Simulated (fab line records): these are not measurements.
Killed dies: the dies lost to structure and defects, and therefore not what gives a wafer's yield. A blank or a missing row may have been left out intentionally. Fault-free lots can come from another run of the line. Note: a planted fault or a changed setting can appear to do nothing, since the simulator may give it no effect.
Matching of chambers	flow n5Finfet	rieDiel-02 running N5_FIN_SAQP_STRIP_70: 3 sister chambers
The step strips in N2/H2. 18 wafers are shown with their chamber, then 6 later ones without.

== EACH WAFER AND ITS CHAMBER ==
wafer	chamber	showerheadPlenumPTorr (Torr)	throttleValvePct (%)	drypumpMotorCurrentA (A)
L076.2	1	3.20	18.8	5.61
L076.4	3	3.35	18.2	6.10
L076.5	1	3.21	18.8	5.58
L078.4	1	3.20	18.8	5.58
L078.5	1	3.20	18.8	5.54
L078.6	0	3.46	18.9	5.99
L080.2	3	3.34	18.2	6.13
L080.3	0	3.46	18.9	5.98
L080.6	1	3.20	18.8	5.55
L083.2	1	3.19	18.8	5.58
L083.4	0	3.45	18.9	5.97
L083.6	3	3.34	18.2	6.12
L084.1	1	3.19	18.8	5.58
L084.2	0	3.45	18.9	5.98
L084.3	3	3.34	18.3	6.11
L088.2	0	3.45	18.9	5.95
L088.3	3	3.33	18.3	6.14
L088.6	3	3.33	18.3	6.15

SIGNATURES, as means of the wafers listed above
reading	chamber 0	chamber 1	chamber 3	scatter within a chamber
showerheadPlenumPTorr	3.4540	3.1986	3.3383	0.00678
throttleValvePct	18.900	18.800	18.250	0.0316
drypumpMotorCurrentA	5.9740	5.5743	6.1250	0.0197
Rule: a wafer lies at a distance from a chamber equal to the root of the sum of squares, over the readings, of (its reading less the chamber's mean, divided by the reading's scatter). If the next closest chamber is less than 2 further off than the closest, the wafer can't be placed; otherwise it belongs to the closest. How the scatter is found: for the shown wafers, subtract from each reading the mean of its chamber, square and add these, divide the total by (wafers less chambers), then take the root.

== WAFERS WHOSE CHAMBER IS MISSING ==
wafer	showerheadPlenumPTorr (Torr)	throttleValvePct (%)	drypumpMotorCurrentA (A)
L090.6	3.33	18.3	6.16
L092.3	3.33	18.3	6.10
L092.5	3.44	18.9	5.98
L093.1	3.60	18.4	5.56
L093.3	3.44	18.9	5.98
L093.4	3.32	18.3	6.16

== CHAMBER TAKEN BY EACH ==
wafer	from the rows above	in truth
L090.6	3	3
L092.3	3	3
L092.5	0	0
L093.1	0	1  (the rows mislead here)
L093.3	0	0
L093.4	3	3
Placed correctly: 5 of 6. Left unplaced by these rows: 0. 1 placed wrongly.
